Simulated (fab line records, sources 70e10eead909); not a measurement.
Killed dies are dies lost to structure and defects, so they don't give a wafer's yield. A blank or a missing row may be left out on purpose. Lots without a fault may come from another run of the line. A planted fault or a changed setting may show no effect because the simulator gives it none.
fab line records | flow nand_harc | part 1 of 2: steps 1 to 22 of 33
record lots=5 wafers=15 last_day=24
route steps=1159 shown P_M2@320 P_BONDPAD@351
lots that met no fault: from a run of the same line without faults
start_h: hours from the record's first day to the start of the lot's first wafer shown | wait_h: hours since the lot's step before | " the same as in the row above | L1.1+2: a row that stands for several wafers | - no value, or no start given | * or withheld: withheld | < > ~ a bound
route shown NAME@n: a module of which the file shows steps, and the number in the route of the first | usual: mean/standard deviation of fault-free wafers | same: alike in all rows | chamber/n: place in a boat | sites: the reading at each site | _std_site: their standard deviation | _edge_site: outer sites' mean less inner sites' | radius_mm: how far each site lies from the wafer's centre | mask NAME#n: copy n | behind: the tool/chamber that last shaped the wafer | hold: why the lot was held/for how many hours/how that ended | device: the transistor (n, p or np) that didn't switch | end of line: the same wafers' tests at the end of the route | a step without rows: its recipe alone | killed: dies lost to structure and defects at the first sort, not the wafer's yield | map: a wafer's dies, x killed, . not, _ none there
set.NAME: the setting as run; set.NAME@STEP: as run at that earlier step | model.NAME: the simulator's own value behind a step, which no gauge read
lots at some steps of the route; a table a step, a row a wafer
services: from which hour (start_h, from the record's first day; less than 0 if before it) a tool's chamber was out of use, for how many hours, and why
## steps
# step NHARC_P_M2_HMDS_02
# recipe time_s=30
# usual exhaust_pa=45.1/0.83
# columns lot.wafer tool chamber start_h wait_h exhaust_pa
L074.1 litho_track-01 0 - - 44.6
L074.3 " 0 " " 45.7
L074.6 " 0 " " 45.7
L078.2 litho_track-06 0 - - 44.8
L078.4 " 0 " " 46.6
L078.6 " 0 " " 45.6
L089.3 litho_track-04 0 - - 43.6
L089.4 " 0 " " 45.0
L089.6 " 0 " " 45.1
L091.3 litho_track-06 0 - - 45.1
L091.4 " 0 " " 45.9
L091.5 " 0 " " 47.0
L095.1 litho_track-01 0 - - 46.1
L095.3 " 0 " " 44.9
L095.6 " 0 " " 44.8
# step NHARC_P_M2_COAT_34
# recipe temp_c=200 time_s=65
# usual exhaust_pa=45.1/0.83
# columns lot.wafer tool chamber start_h wait_h exhaust_pa
L074.1 litho_track-01 0 - - 45.8
L074.3 " 0 " " 45.1
L074.6 " 0 " " 45.8
L078.2 litho_track-06 0 - - 45.0
L078.4 " 0 " " 44.7
L078.6 " 0 " " 45.7
L089.3 litho_track-04 0 - - 46.1
L089.4 " 0 " " 48.1
L089.6 " 0 " " 45.6
L091.3 litho_track-06 0 - - 44.5
L091.4 " 0 " " 45.6
L091.5 " 0 " " 45.7
L095.1 litho_track-01 0 - - 45.4
L095.3 " 0 " " 45.5
L095.6 " 0 " " 44.8
# step NHARC_P_M2_COAT_03
# recipe spin_rpm=1500 resist_thk_nm=90
# usual exhaust_pa=44.9/0.87
# columns lot.wafer tool chamber start_h wait_h exhaust_pa
L074.1 litho_track-01 0 - - 43.9
L074.3 " 0 " " 44.0
L074.6 " 0 " " 44.2
L078.2 litho_track-06 0 - - 45.6
L078.4 " 0 " " 44.9
L078.6 " 0 " " 44.4
L089.3 litho_track-04 0 - - 45.9
L089.4 " 0 " " 43.9
L089.6 " 0 " " 44.0
L091.3 litho_track-06 0 - - 43.8
L091.4 " 0 " " 43.9
L091.5 " 0 " " 44.9
L095.1 litho_track-01 0 - - 46.6
L095.3 " 0 " " 44.1
L095.6 " 0 " " 44.2
# step NHARC_P_M2_SOFTBAKE_04
# recipe temp_c=105 time_s=55
# usual exhaust_pa=45.0/0.8
# columns lot.wafer tool chamber start_h wait_h exhaust_pa
L074.1 litho_track-01 0 - - 45.9
L074.3 " 0 " " 45.0
L074.6 " 0 " " 44.4
L078.2 litho_track-06 0 - - 45.6
L078.4 " 0 " " 45.3
L078.6 " 0 " " 45.8
L089.3 litho_track-04 0 - - 44.0
L089.4 " 0 " " 43.7
L089.6 " 0 " " 45.2
L091.3 litho_track-06 0 - - 45.3
L091.4 " 0 " " 45.3
L091.5 " 0 " " 45.6
L095.1 litho_track-01 0 - - 44.2
L095.3 " 0 " " 44.0
L095.6 " 0 " " 45.3
# step NHARC_P_M2_EBR_05
# usual exhaust_pa=45.1/0.85
# columns lot.wafer tool chamber start_h wait_h exhaust_pa
L074.1 litho_track-01 0 - - 44.9
L074.3 " 0 " " 45.1
L074.6 " 0 " " 45.8
L078.2 litho_track-06 0 - - 44.7
L078.4 " 0 " " 44.5
L078.6 " 0 " " 45.7
L089.3 litho_track-04 0 - - 45.0
L089.4 " 0 " " 45.5
L089.6 " 0 " " 45.5
L091.3 litho_track-06 0 - - 45.9
L091.4 " 0 " " 46.0
L091.5 " 0 " " 45.4
L095.1 litho_track-01 0 - - 46.7
L095.3 " 0 " " 46.7
L095.6 " 0 " " 46.5
# step NHARC_P_M2_EXPOSE_06
# recipe na=1.35 target_cd_nm=170 dose_mj=80.78 mask_id=P_M2
# columns lot.wafer tool chamber start_h wait_h mask
L074.1+3+6 arfi_scanner-02 0 122.84 - P_M2#0
L078.2+4+6 arfi_scanner-01 0 147.26 - P_M2#0
L089.3+4+6 arfi_scanner-03 0 218.34 - P_M2#0
L091.3+4+5 arfi_scanner-01 0 233.32 - P_M2#0
L095.1+3+6 arfi_scanner-03 0 252.31 - P_M2#0
# step NHARC_P_M2_PEB_07
# recipe peb_temp_c=100 peb_time_s=65
# usual exhaust_pa=45.0/0.93
# columns lot.wafer tool chamber start_h wait_h exhaust_pa
L074.1 litho_track-04 0 122.90 0.1 45.2
L074.3 " 0 " " 45.4
L074.6 " 0 " " 44.5
L078.2 litho_track-01 0 147.31 0.1 44.6
L078.4 " 0 " " 44.2
L078.6 " 0 " " 43.7
L089.3 litho_track-06 0 218.39 0.0 45.1
L089.4 " 0 " " 43.9
L089.6 " 0 " " 44.6
L091.3 litho_track-06 0 233.37 0.0 46.1
L091.4 " 0 " " 44.3
L091.5 " 0 " " 45.3
L095.1 litho_track-06 0 252.37 0.1 45.6
L095.3 " 0 " " 46.3
L095.6 " 0 " " 46.0
# step NHARC_P_M2_DEVELOP_08
# recipe develop_time_s=35 dev_temp_c=23
# usual exhaust_pa=45.0/0.82
# columns lot.wafer tool chamber start_h wait_h exhaust_pa
L074.1 litho_track-04 0 - - 45.0
L074.3 " 0 " " 44.8
L074.6 " 0 " " 44.8
L078.2 litho_track-01 0 - - 44.4
L078.4 " 0 " " 45.3
L078.6 " 0 " " 43.6
L089.3 litho_track-06 0 - - 45.4
L089.4 " 0 " " 45.4
L089.6 " 0 " " 44.2
L091.3 litho_track-06 0 - - 42.8
L091.4 " 0 " " 43.9
L091.5 " 0 " " 43.6
L095.1 litho_track-06 0 - - 45.7
L095.3 " 0 " " 44.9
L095.6 " 0 " " 44.3
# step NHARC_P_M2_CD_MEAS_09
# recipe target_cd_nm=170 landing_energy_ev=500
# usual cd_nm=170.6/0.65
# columns lot.wafer tool chamber start_h wait_h cd_nm
L074.1 cd_sem-02 0 122.98 - 170.3
L074.3 " 0 " " 170.8
L074.6 " 0 " " 169.9
L078.2 cd_sem-02 0 147.39 - 169.9
L078.4 " 0 " " 170.2
L078.6 " 0 " " 169.7
L089.3 cd_sem-01 0 218.47 - 171.0
L089.4 " 0 " " 170.6
L089.6 " 0 " " 170.0
L091.3 cd_sem-01 0 233.46 - 170.8
L091.4 " 0 " " 170.4
L091.5 " 0 " " 170.8
L095.1 cd_sem-01 0 252.45 - 170.6
L095.3 " 0 " " 171.5
L095.6 " 0 " " 169.6
# step NHARC_P_M2_OVL_MEAS_10
# recipe pitch_nm=340
# usual overlay_x_nm=-0.1/0.84 overlay_y_nm=0.1/0.73
# columns lot.wafer tool chamber start_h wait_h overlay_x_nm overlay_y_nm
L074.1 overlay-02 - 123.07 - -0.1 0.2
L074.3 " - " " -0.9 0.0
L074.6 " - " " -0.3 0.0
L078.2 overlay-01 - 147.48 - -0.1 0.2
L078.4 " - " " -0.6 0.5
L078.6 " - " " -1.1 0.6
L089.3 overlay-02 - 218.56 - -0.5 1.1
L089.4 " - " " -0.8 1.4
L089.6 " - " " -0.3 1.0
L091.3 overlay-02 - 233.54 - 1.3 -1.1
L091.4 " - " " 1.4 -0.7
L091.5 " - " " 1.0 -0.7
L095.1 overlay-01 - 252.54 - 0.8 -0.9
L095.3 " - " " 0.3 -0.6
L095.6 " - " " 0.4 -1.7
# step NHARC_P_M2_INSPECT_11
# usual raw_defect_count=3.4/1.8
# columns lot.wafer tool chamber start_h wait_h raw_defect_count
L074.1 defect_inspect-02 - 123.10 0.0 2
L074.3 " - " " 4
L074.6 " - " " 2
L078.2 defect_inspect-02 - 147.52 0.0 1
L078.4 " - " " 3
L078.6 " - " " 3
L089.3 defect_inspect-02 - 218.59 0.0 0
L089.4 " - " " 4
L089.6 " - " " 6
L091.3 defect_inspect-01 - 233.58 0.0 3
L091.4 " - " " 4
L091.5 " - " " 0
L095.1 defect_inspect-02 - 252.57 0.0 4
L095.3 " - " " 2
L095.6 " - " " 0
# step NHARC_P_M2_DESCUM_14
# recipe time_s=3 o2_flow_sccm=200 ar_flow_sccm=0 bias_power_w=0 chemistry=O2
# usual drypump_motor_current_A=5.7/0.42 oes_product_au=1.000/0.013 rf_vpp_V=57.8/0.9 showerhead_plenum_p_Torr=1.91/0.093 throttle_valve_pct=11.311/0.0088
# columns lot.wafer tool chamber start_h wait_h drypump_motor_current_A oes_product_au rf_hours_counter_h rf_vpp_V showerhead_plenum_p_Torr throttle_valve_pct
L074.1 rie_diel-06 3 123.16 0.1 6.4 0.984 2 58.8 1.85 11.311
L074.3 " 0 " " 5.4 1.013 2 57.0 1.83 11.309
L074.6 " 0 " " 5.4 1.006 - 58.8 1.83 11.311
L078.2 rie_diel-12 0 147.58 0.1 5.3 0.997 21 57.7 1.99 11.314
L078.4 " 2 " " 5.8 0.994 23 55.9 1.87 11.292
L078.6 " 1 " " 5.5 0.971 - 56.5 1.83 11.314
L089.4 rie_diel-06 1 218.67 0.1 6.0 0.997 6 59.9 1.97 11.313
L089.3 " 2 " " 5.8 1.007 5 59.8 2.07 11.303
L089.6 " 0 " " 5.4 1.001 - 57.8 1.82 11.318
L091.3 rie_diel-06 0 233.64 0.1 5.4 0.998 6 56.8 1.82 11.301
L091.4 " 3 " " 6.4 0.989 6 57.1 1.85 11.291
L091.5 " 1 " " 6.0 0.996 - 57.6 1.97 11.304
L095.1 rie_diel-06 2 252.64 0.1 5.8 1.008 0 57.8 2.07 11.314
L095.3 " 1 " " 6.0 0.987 0 57.1 1.97 11.316
L095.6 " 3 " " 6.4 1.006 - 57.9 1.85 11.295
# step NHARC_P_M2_ETCH_35
# recipe target_depth_a=400 overetch_a=120 time_s=43.94 ion_energy_ev=200 n2_flow_sccm=150 h2_flow_sccm=150 ar_flow_sccm=0 rf_w=400 bias_w=150 chemistry=N2/H2
# usual drypump_motor_current_A=5.8/0.4 n2_flow_sccm=150.0/0.45 oes_product_au=1.000/0.013 rf_vpp_V=430.6/2.9 showerhead_plenum_p_Torr=2.04/0.1 throttle_valve_pct=14.172/0.0097
# columns lot.wafer tool chamber start_h wait_h drypump_motor_current_A n2_flow_sccm oes_product_au rf_hours_counter_h rf_vpp_V showerhead_plenum_p_Torr throttle_valve_pct
L074.3 rie_diel-06 1 123.26 0.1 6.0 150.4 1.004 2 433.1 2.10 14.171
L074.1 " 2 " " 5.8 150.2 0.997 2 434.6 2.21 14.153
L074.6 " 0 " " 5.4 149.5 1.000 - 428.2 1.94 14.174
L078.4 rie_diel-12 2 147.67 0.1 5.7 149.1 0.996 23 427.2 1.99 14.168
L078.2 " 3 " " 6.0 149.8 0.981 21 431.6 2.09 14.162
L078.6 " 1 " " 5.5 149.0 0.977 - 428.1 1.95 14.174
L089.4 rie_diel-06 3 218.75 0.1 6.5 150.2 0.977 6 429.6 1.97 14.159
L089.3 " 0 " " 5.4 149.6 1.001 6 427.6 1.94 14.165
L089.6 " 1 " " 6.0 149.8 0.992 - 432.0 2.10 14.191
L091.3 rie_diel-06 0 233.73 0.1 5.4 149.7 1.004 6 427.4 1.94 14.166
L091.4 " 1 " " 6.0 151.0 0.998 6 432.3 2.10 14.167
L091.5 " 3 " " 6.4 150.8 0.999 - 430.5 1.97 14.166
L095.1 rie_diel-06 1 252.73 0.1 6.0 150.0 0.986 0 432.0 2.10 14.180
L095.3 " 3 " " 6.4 150.8 0.999 0 427.9 1.97 14.184
L095.6 " 1 " " 6.0 149.5 0.986 - 432.8 2.10 14.183
# step NHARC_P_M2_ETCH_15
# recipe target_depth_a=1825 time_s=91.2 c4f8_flow_sccm=withheld ar_flow_sccm=400 rf_w=600 bias_w=300 chemistry=C4F8/Ar
# usual oes_product_au=0.948/0.023 rf_vpp_V=441/3.1
# columns lot.wafer tool chamber start_h wait_h oes_product_au rf_hours_counter_h rf_vpp_V
L074.3 rie_diel-06 0 - - 0.943 2 438
L074.1 " 1 " " 0.968 2 441
L074.6 " 0 " " 0.949 - 438
L078.2 rie_diel-12 2 - - 0.927 23 440
L078.4 " 3 " " 0.923 21 443
L078.6 " 1 " " 0.912 - 438
L089.4 rie_diel-06 0 - - 0.962 6 438
L089.3 " 1 " " 0.984 6 442
L089.6 " 2 " " 0.983 - 445
L091.4 rie_diel-06 1 - - 0.949 6 442
L091.3 " 3 " " 0.978 6 438
L091.5 " 1 " " 0.969 - 443
L095.3 rie_diel-06 2 - - 0.971 0 447
L095.1 " 0 " " 0.966 0 437
L095.6 " 2 " " 0.968 - 445
# step NHARC_P_M2_CD_MEAS_16
# usual cd_nm=170.2/1
# columns lot.wafer tool chamber start_h wait_h cd_nm
L074.1 cd_sem-02 - 123.47 - 169.3
L074.3 " - " " 169.6
L074.6 " - " " 169.3
L078.2 cd_sem-02 - 147.88 - 168.6
L078.4 " - " " 169.6
L078.6 " - " " 168.3
L089.3 cd_sem-01 - 218.96 - 170.9
L089.4 " - " " 170.8
L089.6 " - " " 168.8
L091.3 cd_sem-01 - 233.95 - 169.9
L091.4 " - " " 170.6
L091.5 " - " " 170.3
L095.1 cd_sem-01 - 252.94 - 170.7
L095.3 " - " " 171.1
L095.6 " - " " 170.9
# step NHARC_P_M2_STRIP_18
# recipe power_w=1000 n2_flow_sccm=150 h2_flow_sccm=150 ar_flow_sccm=0 bias_w=0 chemistry=N2/H2
# usual drypump_motor_current_A=5.8/0.38 n2_flow_sccm=150.0/0.44 oes_product_au=0.998/0.011 rf_vpp_V=90.5/0.96 showerhead_plenum_p_Torr=2.04/0.099 throttle_valve_pct=14.171/0.0099
# columns lot.wafer tool chamber start_h wait_h drypump_motor_current_A n2_flow_sccm oes_product_au rf_hours_counter_h rf_vpp_V showerhead_plenum_p_Torr throttle_valve_pct
L074.1 rie_diel-06 0 123.57 0.1 5.4 150.3 0.998 2 89.4 1.94 14.174
L074.3 " 2 " " 5.8 149.9 0.988 2 92.0 2.21 14.173
L074.6 " 0 " " 5.4 149.8 0.999 - 88.6 1.94 14.168
L078.4 rie_diel-06 0 147.98 0.1 5.4 150.9 1.010 3 89.9 1.94 14.182
L078.2 " 2 " " 5.8 150.3 0.996 3 91.5 2.21 14.155
L078.6 " 3 " " 6.4 150.1 0.986 - 91.2 1.97 14.156
L089.3 rie_diel-12 0 219.10 0.1 5.3 149.3 0.996 2 90.9 2.12 14.179
L089.4 " 2 " " 5.7 149.8 1.015 - 90.3 1.99 14.169
L089.6 " 0 " " 5.3 149.6 1.002 - 91.3 2.12 14.166
L091.4 rie_diel-12 0 234.01 0.1 5.3 150.0 1.004 4 89.9 2.12 14.178
L091.3 " 2 " " 5.7 150.3 1.014 4 88.7 1.99 14.189
L091.5 " 1 " " 5.5 149.9 0.973 - 91.4 1.94 14.182
L095.1 rie_diel-06 3 253.01 0.1 6.4 150.1 0.998 0 90.3 1.97 14.175
L095.3 " 1 " " 6.0 150.2 0.983 0 91.4 2.10 14.145
L095.6 " 3 " " 6.4 150.6 0.999 - 91.2 1.97 14.173
# step NHARC_P_M2_ETCH_28
# recipe target_depth_a=300 over_etch_frac=0.3 time_s=72.99 ion_energy_ev=150 cf4_flow_sccm=50 n2_flow_sccm=100 ar_flow_sccm=150 rf_w=300 bias_w=100 chemistry=CF4/N2
# usual drypump_motor_current_A=5.8/0.38 n2_flow_sccm=100.0/0.31 oes_product_au=1.000/0.012 rf_vpp_V=314.2/2 showerhead_plenum_p_Torr=2.63/0.12 throttle_valve_pct=19.795/0.0091
# columns lot.wafer tool chamber start_h wait_h drypump_motor_current_A n2_flow_sccm oes_product_au rf_hours_counter_h rf_vpp_V showerhead_plenum_p_Torr throttle_valve_pct
L074.1 rie_diel-06 0 - - 5.4 99.9 1.001 2 312.2 2.51 19.803
L074.3 " 3 " " 6.4 100.0 0.984 2 312.2 2.54 19.799
L074.6 " 0 " " 5.4 100.2 1.005 - 313.6 2.51 19.797
L078.2 rie_diel-06 3 - - 6.5 100.2 0.992 3 313.0 2.54 19.800
L078.4 " 1 " " 6.0 100.1 1.010 3 314.6 2.70 19.796
L078.6 " 3 " " 6.4 100.0 0.998 - 313.6 2.54 19.802
L089.3 rie_diel-12 1 - - 5.5 99.4 0.986 2 313.4 2.51 19.800
L089.4 " 0 " " 5.3 100.3 0.991 - 316.6 2.72 19.775
L089.6 " 2 " " 5.7 99.9 1.008 - 313.1 2.57 19.792
L091.4 rie_diel-12 0 - - 5.3 99.9 0.993 4 316.1 2.72 19.805
L091.3 " 2 " " 5.7 100.4 1.003 4 313.6 2.57 19.789
L091.5 " 3 " " 6.0 99.6 1.004 - 316.5 2.69 19.798
L095.3 rie_diel-06 2 - - 5.8 100.9 1.005 0 317.8 2.83 19.805
L095.1 " 3 " " 6.5 100.3 1.010 0 311.8 2.54 19.801
L095.6 " 3 " " 6.4 99.5 0.999 - 314.2 2.54 19.779
# step NHARC_P_M2_STRIP_19
# recipe time_s=600 temp_c=30 chemistry=post_etch_residue_remover
# usual bath_heat_duty_pct=12.4/1.5
# columns lot.wafer tool chamber start_h wait_h bath_heat_duty_pct
L074.1 wet_bench-10 4 123.91 - 9.9
L074.3 " 0 " " 9.4
L074.6 " 1 " " 10.4
L078.4 wet_bench-08 4 148.33 - 12.7
L078.6 " 5 " " 13.4
L078.2 " 1 " " 13.4
L089.3 wet_bench-10 1 219.55 - 10.3
L089.4 " 4 " " 9.9
L089.6 " 5 " " 11.3
L091.3 wet_bench-10 3 234.39 - 11.3
L091.5 " 4 " " 10.3
L091.4 " 6 " " 14.3
L095.1 wet_bench-08 5 253.40 - 12.6
L095.3 " 6 " " 13.9
L095.6 " 7 " " 13.2
# step NHARC_P_M2_DEGAS_29
# recipe temp_c=250 time_s=60
# usual heater_power_w=324/22
# columns lot.wafer tool chamber start_h wait_h heater_power_w
L074.1 pvd_sputter-02 - 124.18 - 332
L074.3 " - " " 320
L074.6 " - " " 334
L078.4 pvd_sputter-02 - 148.61 - 305
L078.2 " - " " 339
L078.6 " - " " 328
L089.3 pvd_sputter-01 - 219.82 - 315
L089.4 " - " " 312
L089.6 " - " " 352
L091.4 pvd_sputter-01 - 234.65 - 355
L091.3 " - " " 309
L091.5 " - " " 359
L095.3 pvd_sputter-02 - 253.66 - 324
L095.1 " - " " 350
L095.6 " - " " 314
# step NHARC_P_M2_PRE_CLEAN_30
# recipe time_s=30 temp_c=280 gas=H2/He
# usual heater_power_w=395/25
# columns lot.wafer tool chamber start_h wait_h heater_power_w
L074.3 pvd_sputter-02 - - - 394
L074.1 " - " " 406
L074.6 " - " " 387
L078.2 pvd_sputter-02 - - - 412
L078.4 " - " " 410
L078.6 " - " " 376
L089.4 pvd_sputter-01 - - - 427
L089.3 " - " " 441
L089.6 " - " " 374
L091.3 pvd_sputter-01 - - - 386
L091.4 " - " " 437
L091.5 " - " " 373
L095.3 pvd_sputter-02 - - - 429
L095.1 " - " " 390
L095.6 " - " " 391
# step NHARC_P_M2_PVD_20
# recipe target_thk_a=50 bias_v=168.6 power_w=15000 chamber_pressure_pa=0.12 time_s=8.06 substrate_temp_c=50 material=TaN
# usual substrate_temp_c=50.00/0.11 throttle_valve_pct=29.4/1.5
# columns lot.wafer tool chamber start_h wait_h substrate_temp_c throttle_valve_pct
L074.3 pvd_sputter-02 - - - 50.22 28.5
L074.1 " - " " 50.19 31.0
L074.6 " - " " 50.08 28.6
L078.2 pvd_sputter-02 - - - 49.92 28.8
L078.4 " - " " 50.06 28.8
L078.6 " - " " 49.83 31.0
L089.4 pvd_sputter-01 - - - 49.98 29.4
L089.3 " - " " 50.06 28.6
L089.6 " - " " 50.01 28.5
L091.4 pvd_sputter-01 - - - 50.11 30.4
L091.3 " - " " 50.08 28.6
L091.5 " - " " 49.87 29.8
L095.3 pvd_sputter-02 - - - 50.09 27.9
L095.1 " - " " 49.95 30.4
L095.6 " - " " 50.03 28.1
# step NHARC_P_M2_PVD_21
# recipe target_thk_a=300 chamber_pressure_pa=5 power_w=5000 substrate_temp_c=30 time_s=20.49 material=Cu
# usual substrate_temp_c=30.00/0.11 throttle_valve_pct=29.6/1.5
# columns lot.wafer tool chamber start_h wait_h substrate_temp_c throttle_valve_pct
L074.1 pvd_sputter-02 - - - 29.97 28.9
L074.3 " - " " 30.08 31.3
L074.6 " - " " 30.02 29.0
L078.2 pvd_sputter-02 - - - 30.09 31.1
L078.4 " - " " 30.06 28.7
L078.6 " - " " 30.07 28.7
L089.4 pvd_sputter-01 - - - 30.08 29.2
L089.3 " - " " 29.87 28.7
L089.6 " - " " 30.00 29.4
L091.3 pvd_sputter-01 - - - 30.24 30.0
L091.4 " - " " 29.97 30.2
L091.5 " - " " 29.98 29.8
L095.1 pvd_sputter-02 - - - 30.05 30.2
L095.3 " - " " 30.04 28.9
L095.6 " - " " 29.85 30.3
